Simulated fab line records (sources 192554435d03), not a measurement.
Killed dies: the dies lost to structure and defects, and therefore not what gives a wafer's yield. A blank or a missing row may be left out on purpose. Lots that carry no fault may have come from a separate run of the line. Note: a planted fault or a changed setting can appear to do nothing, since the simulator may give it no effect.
Split-lot experiment -- flow n5_finfet -- 39 wafers read across 7 lots, on a route 1938 steps long

== SPLIT DETAILS ==
At N5_DUMMY_GATE_ETCH_37 (etches SOC in N2/H2, target depth 60 nm, overetch 30 nm), the setting source_w was moved away from the recipe's 840 W on 12 of the 39 wafers read, by -6.6% to +18.2%. The other wafers ran this setting at the recipe's value.

The split's own step is where the reading is taken.

== THE READING ==
rf_vpp_V, in V, at N5_DUMMY_GATE_ETCH_37 (etches SOC in N2/H2, target depth 60 nm, overetch 30 nm). Fault-free wafers of this fab line usually give 524.4 V, standard deviation 2.1 V.

wafer,"tool, chamber at the split","source_w as run, W",against the recipe,"rf_vpp_V, V",against lot-mates on the recipe
L075.1,"rie_diel-02, 3",840,recipe,523.8,-
L075.2,"rie_diel-02, 2",840,recipe,526.9,-
L075.3,"rie_diel-02, 0",840,recipe,527.2,-
L076.1,"rie_diel-03, 0",840,recipe,524.4,-
L076.2,"rie_diel-03, 2",840,recipe,524.5,-
L076.3,"rie_diel-03, 3",840,recipe,525.5,-
L076.4,"rie_diel-03, 1",840,recipe,528.0,-
L076.5,"rie_diel-03, 3",840,recipe,524.9,-
L076.6,"rie_diel-03, 0",840,recipe,524.3,-
L079.1,"rie_diel-03, 0",840,recipe,524.0,-
L079.2,"rie_diel-03, 3",840,recipe,523.8,-
L079.3,"rie_diel-03, 2",840,recipe,523.8,-
L079.4,"rie_diel-03, 1",840,recipe,526.6,-
L079.5,"rie_diel-03, 1",840,recipe,526.1,-
L079.6,"rie_diel-03, 2",840,recipe,524.0,-
L080.1,"rie_diel-02, 1",840,recipe,526.6,-
L080.2,"rie_diel-02, 2",973.7,+15.9%,501.6,-23.3
L080.3,"rie_diel-02, 0",840,recipe,527.0,-
L080.4,"rie_diel-02, 3",840,recipe,521.1,-
L080.5,"rie_diel-02, 0",973.7,+15.9%,501.1,-23.8
L080.6,"rie_diel-02, 3",973.7,+15.9%,496.9,-28.0
L082.1,"rie_diel-02, 1",840,recipe,524.9,-
L082.2,"rie_diel-02, 3",992.8,+18.2%,494.3,-30.9
L082.3,"rie_diel-02, 0",992.8,+18.2%,499.0,-26.2
L082.4,"rie_diel-02, 2",840,recipe,525.4,-
L082.5,"rie_diel-02, 1",992.8,+18.2%,497.8,-27.4
L082.6,"rie_diel-02, 2",840,recipe,525.4,-
L095.1,"rie_diel-03, 0",990.6,+17.9%,494.1,-30.3
L095.2,"rie_diel-03, 2",990.6,+17.9%,494.4,-30.0
L095.3,"rie_diel-03, 3",990.6,+17.9%,497.3,-27.1
L095.4,"rie_diel-03, 1",840,recipe,525.9,-
L095.5,"rie_diel-03, 3",840,recipe,524.8,-
L095.6,"rie_diel-03, 0",840,recipe,522.5,-
L097.1,"rie_diel-03, 1",840,recipe,526.1,-
L097.2,"rie_diel-03, 2",784.3,-6.6%,535.1,+10.8
L097.3,"rie_diel-03, 3",840,recipe,525.3,-
L097.4,"rie_diel-03, 0",784.3,-6.6%,534.0,+9.7
L097.5,"rie_diel-03, 2",840,recipe,521.6,-
L097.6,"rie_diel-03, 3",784.3,-6.6%,536.0,+11.7

THE FIT
A straight line over all 39 wafers: rf_vpp_V changes by -1.58 V for each +1% of source_w; r = -0.99; the points scatter about the line by 1.7 V.
The same after taking each lot's own level away (the mean of its wafers on the recipe; 39 wafers): -1.59 V for each +1%; r = -0.99; scatter 1.7 V.
On that fit, the largest move of source_w shifts the reading by 29 V.
Across the lots, their own levels run from 524.33 to 525.97 V, a range of 0.8 times the standard deviation given above.
So the lot-to-lot level changes the slope little: the two slopes agree.
Check: -28.5 V against its lot-mates is what the line predicts for one of the wafers moved furthest among these (+18.2%) when that wafer is left out of the fit. Against them it came out at -30.9 V.
Tool readings at the split's step, against how far the setting was moved: rf_vpp_V r = -0.99.

== THE OTHER SPLITS THESE WAFERS WENT THROUGH ==
Note: prior to the reading, these wafers also went through further splits. Each is held against what the fit with the lots' levels taken away leaves over:
other split on the same wafers,wafers away from the commonest value,r with rf_vpp_V (lot level and that fit taken away)
N5_FIN_SAQP_ETCH_52 source_w,12,-0.06
N5_FIN_SAQP_SPACER2_ALD_28 target_thk_a,9,+0.02
N5_FIN_CUT_CUT_ETCH_26 time_s,18,+0.07
N5_DUMMY_GATE_EXPOSE_12 dose_mj,9,+0.00

== THE FILE'S OWN FIT ==
rf_vpp_V changes by -1.58 V for each +1% of source_w, r = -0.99.
